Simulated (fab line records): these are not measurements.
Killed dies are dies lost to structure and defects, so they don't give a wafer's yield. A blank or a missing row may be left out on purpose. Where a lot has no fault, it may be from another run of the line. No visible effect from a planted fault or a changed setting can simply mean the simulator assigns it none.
Which of the tools did it? :: flow n5Finfet :: route of 1938 steps, sampled at 1 step: 10 lots, 28 wafers

== WHAT EACH GAUGE READ, for each wafer ==
N5_BEOL_M4_RC_MEAS_101.
lot: L371
measured: day 8 09:34
on: prober-02
DIBL_N (mV/V): 37.8 34.9 38.9

lot: L374
measured: day 9 08:22
on: prober-01
DIBL_N (mV/V): 36.6 32.5

lot: L377
measured: day 9 11:29
on: prober-02
DIBL_N (mV/V): 37.2 34.5 38.6

lot: L378
measured: day 10 08:27
on: prober-02
DIBL_N (mV/V): 40.9 36.3 31.0

lot: L379
measured: day 10 14:59
on: prober-01
DIBL_N (mV/V): 36.7 36.1 35.3

lot: L389
measured: day 12 20:40
on: prober-01
DIBL_N (mV/V): 33.8 36.8 38.4

lot: L388
measured: day 12 20:48
on: prober-02
DIBL_N (mV/V): 34.6 30.4 39.2

lot: L391
measured: day 13 03:29
on: prober-01
DIBL_N (mV/V): 37.4 39.8 38.5

lot: L390
measured: day 13 05:25
on: prober-02
DIBL_N (mV/V): 38.8 37.5 37.8

lot: L393
measured: day 13 11:31
on: prober-02
DIBL_N (mV/V): 36.7 37.7

== EACH LOT AND THE TOOL THAT RAN IT (in order: tool; ch and the chambers of the sampled wafers; start) ==
Before these readings, the record contains no process step.

== THE ANSWER, worked out from the rows above alone ==
Rule: the usual values come from the lots themselves. The widest of any qualifying gaps counts: lots, ordered by their means at a reading, are off when they make up no more than a third of the lots, leave a main group of 4 or more, and stand apart from it by 3 or more times the standard deviation of that group's means. A main group whose means are all the same, to the digits that the tables above print for the reading, isn't used. Also off: a lot with no number at a reading for which 4 or more lots have one. Any other lot the step has rows for is counted as sound.
Across all readings shown, no lot is off: no conclusion can be drawn from this.

== WHAT HAD BEEN PUT IN BY THE SIMULATOR ==
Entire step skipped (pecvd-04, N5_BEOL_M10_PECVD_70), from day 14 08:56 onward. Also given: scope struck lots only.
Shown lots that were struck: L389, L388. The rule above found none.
